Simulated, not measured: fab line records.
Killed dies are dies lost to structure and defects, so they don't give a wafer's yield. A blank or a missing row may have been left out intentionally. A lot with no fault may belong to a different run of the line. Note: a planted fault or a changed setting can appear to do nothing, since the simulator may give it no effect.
2 desks, one fault    flow nand_harc    each desk holds nothing but its own numbers, with what lay behind them at the end

## THE DEFECT DESK
Inspection counts along the route, by lot: the mean over sampled wafers that carry a number. Any lot whose mean is over 4 standard deviations away from the usual mean is out of limits and marked OUT; that distance is given in the brackets.
Columns: A = raw_defect_count at NHARC_A_SIN_REMOVE_INSPECT_04, usual 401
lot   first seen here  A
L326  day 20 03:21     596
L327  day 20 03:23     329
L328  day 21 12:08     296
L330  day 21 16:52     593
L329  day 21 16:53     285
L331  day 22 05:43     385
L332  day 23 14:14     369
L338  day 25 19:50     530
L344  day 27 19:53     412
L345  day 28 22:13     434
L347  day 29 02:35     315
L348  day 29 16:00     516
L349  day 29 21:46     321
This desk's verdict: no lot among the 13 shows anything out of limits.

## THE TOOL OWNER'S DESK: rie_metal-01
The tool's own readings at NHARC_A_WL_FILL_ETCHBACK_04 (etches the open film in NF3, target depth 60 nm, time 120 s): means of the sampled wafers that have a number, for each lot that ran on this tool. Any lot whose mean is over 4 standard deviations away from the usual mean is out of limits and marked OUT; that distance is given in the brackets.
Columns: A = drypump_motor_current_A at NHARC_A_WL_FILL_ETCHBACK_04, usual 5.4 A; B = oes_product_au at NHARC_A_WL_FILL_ETCHBACK_04, usual 1.001 a.u.; C = run_length_s at NHARC_A_WL_FILL_ETCHBACK_04, usual 141.3 s
lot   first seen here  A    B      C
L327  day 20 06:31     5.5  1.005  140.9
L329  day 21 18:50     5.5  1.015  141.1
L331  day 22 07:04     5.5  1.001  141.0
L338  day 25 21:12     5.5  0.995  141.1
L344  day 27 21:24     5.6  1.003  121.9 (-41) OUT
L345  day 28 23:38     5.5  1.001  128.1 (-28) OUT
L347  day 29 04:07     5.6  1.003  121.8 (-41) OUT
This desk finds L344, L345, L347 out of limits, L344 being first, at day 27 21:24 (run_length_s at NHARC_A_WL_FILL_ETCHBACK_04). In limits: L327, L329, L331, L338.

## PUT TOGETHER
The tool owner's desk had the chance to raise an alarm at day 27 21:24 on L344, L345, L347.
No out-of-limits result turned up at the defect desk.
The defect desk has L344, L345, L347 on record, within its limits.
The lots listed all ran NHARC_A_WL_FILL_ETCHBACK_04 on rie_metal-01.

## WHAT WAS PUT IN BY THE SIMULATOR
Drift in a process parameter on rie_metal-01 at NHARC_A_WL_FILL_ETCHBACK_04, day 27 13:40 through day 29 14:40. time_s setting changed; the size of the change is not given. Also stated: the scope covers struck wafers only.
Lots struck among those shown: L344, L345, L347.
How many hours passed from the start of the fault until each desk's first out-of-limits reading: the tool owner's desk, 8.
